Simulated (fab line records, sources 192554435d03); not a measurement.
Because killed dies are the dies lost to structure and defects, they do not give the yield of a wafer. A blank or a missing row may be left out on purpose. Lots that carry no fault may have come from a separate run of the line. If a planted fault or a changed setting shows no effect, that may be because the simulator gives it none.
Split-lot experiment | flow n5Finfet | 39 wafers read across 7 lots, on a route 1938 steps long

ABOUT THE SPLIT
At N5_BEOL_M6_ILD_DEP_00 (deposits SiCOH lowk from DEMS/porogen, target thk 179.75 nm, time 33.4 s), the setting timeS was moved away from the recipe's 33.4 s on 15 of the 39 wafers read, by -17.5% to +46.9%. All remaining wafers had this setting at the recipe value.

FROM THE SPLIT TO THE READING: what the file shows between them, 1 step
- N5_BEOL_M6_CURE_74: cures SiCOH lowk, time 240 s

THE READING
M6_ILD_THK in nanometres, read at N5_BEOL_M6_THK_MEAS_01. Typical for fault-free wafers on this fab line: 154.4 nm, with standard deviation 1.9 nm.

wafer  | tool, chamber at the split | timeS as run, s | against the recipe | M6_ILD_THK, nm | against lot-mates on the recipe
L074.1 | pecvd-04, 0                | 49.06           | +46.9%             | 222.3          | +67.7
L074.2 | pecvd-04, 1                | 33.4            | recipe             | 152.7          | -
L074.3 | pecvd-04, 2                | 33.4            | recipe             | 154.3          | -
L074.4 | pecvd-04, 0                | 49.06           | +46.9%             | 227.8          | +73.2
L074.5 | pecvd-04, 2                | 49.06           | +46.9%             | 225.4          | +70.8
L074.6 | pecvd-04, 1                | 33.4            | recipe             | 156.9          | -
L075.1 | pecvd-04, 0                | 39.69           | +18.8%             | 180.3          | +26.0
L075.2 | pecvd-04, 1                | 33.4            | recipe             | 153.2          | -
L075.3 | pecvd-04, 2                | 39.69           | +18.8%             | 181.8          | +27.5
L075.4 | pecvd-04, 0                | 33.4            | recipe             | 155.0          | -
L075.5 | pecvd-04, 1                | 39.69           | +18.8%             | 184.7          | +30.4
L075.6 | pecvd-04, 2                | 33.4            | recipe             | 154.7          | -
L080.1 | pecvd-02, 0                | 33.4            | recipe             | 151.9          | -
L080.2 | pecvd-02, 1                | 33.4            | recipe             | 152.8          | -
L080.3 | pecvd-02, 2                | 33.4            | recipe             | 150.9          | -
L080.4 | pecvd-02, 2                | 33.4            | recipe             | 153.8          | -
L080.5 | pecvd-02, 1                | 33.4            | recipe             | 155.3          | -
L080.6 | pecvd-02, 0                | 33.4            | recipe             | 155.0          | -
L086.1 | pecvd-02, 1                | 27.57           | -17.5%             | 126.0          | -29.0
L086.2 | pecvd-02, 0                | 27.57           | -17.5%             | 128.6          | -26.4
L086.3 | pecvd-02, 2                | 33.4            | recipe             | 153.3          | -
L086.4 | pecvd-02, 1                | 27.57           | -17.5%             | 128.9          | -26.1
L086.5 | pecvd-02, 0                | 33.4            | recipe             | 155.5          | -
L086.6 | pecvd-02, 2                | 33.4            | recipe             | 156.1          | -
L091.1 | pecvd-02, 1                | 45.22           | +35.4%             | 205.6          | +52.7
L091.2 | pecvd-02, 0                | 33.4            | recipe             | 151.2          | -
L091.3 | pecvd-02, 2                | 33.4            | recipe             | 151.2          | -
L091.4 | pecvd-02, 0                | 45.22           | +35.4%             | 208.0          | +55.1
L091.5 | pecvd-02, 2                | 45.22           | +35.4%             | 207.6          | +54.7
L091.6 | pecvd-02, 1                | 33.4            | recipe             | 156.2          | -
L095.1 | pecvd-02, 0                | 33.4            | recipe             | 152.1          | -
L095.5 | pecvd-02, 1                | 33.4            | recipe             | 156.0          | -
L095.6 | pecvd-02, 2                | 33.4            | recipe             | 152.9          | -
L097.1 | pecvd-04, 1                | 41.76           | +25.0%             | 190.4          | +37.1
L097.2 | pecvd-04, 0                | 41.76           | +25.0%             | 188.6          | +35.3
L097.3 | pecvd-04, 2                | 33.4            | recipe             | 152.8          | -
L097.4 | pecvd-04, 0                | 41.76           | +25.0%             | 192.6          | +39.3
L097.5 | pecvd-04, 2                | 33.4            | recipe             | 153.2          | -
L097.6 | pecvd-04, 1                | 33.4            | recipe             | 153.8          | -

FIT RESULTS
A straight line over all 39 wafers: M6_ILD_THK changes by +1.51 nm for each +1% of timeS; r = +1.00; the points scatter about the line by 1.8 nm.
The same after taking each lot's own level away (the mean of its wafers on the recipe; 39 wafers): +1.51 nm for each +1%; r = +1.00; scatter 1.7 nm.
The reading moves by 71 nm for the largest change in timeS, on that fit.
The span of the lots' own levels, 152.87 to 154.97 nm, comes to 1.1 times the standard deviation stated above.
Hence the lot-to-lot level has little effect on the slope; both slopes agree.
Check: +71.5 nm against its lot-mates is what the line predicts for one of the wafers moved furthest among these (+46.9%) when that wafer is left out of the fit. It came out at +67.7 nm against them.

THE WHOLE CHAIN: every reading that the file lists as answering this split, in the file's order
step                   | what it does                                                             | reading                                                                                 | change (the file's fit)              | r (the file's)
N5_BEOL_M6_ILD_DEP_00  | deposits SiCOH lowk from DEMS/porogen, target thk 179.75 nm, time 33.4 s | SiCOH_lowk_of_BEOL_M6_ILD_DEP_00.thkNm (the simulator's own value, which no gauge read) | +1.73 nm for each +1% of the setting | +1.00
N5_BEOL_M6_CURE_74     | cures SiCOH lowk, time 240 s                                             | SiCOH_lowk_of_BEOL_M6_ILD_DEP_00.thkNm (the simulator's own value, which no gauge read) | +1.51 nm for each +1% of the setting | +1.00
N5_BEOL_M6_THK_MEAS_01 |                                                                          | M6_ILD_THK                                                                              | +1.51 for each +1% of the setting    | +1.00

THE FILE'S OWN FIT
M6_ILD_THK changes by +1.51 nm for each +1% of timeS, r = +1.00.
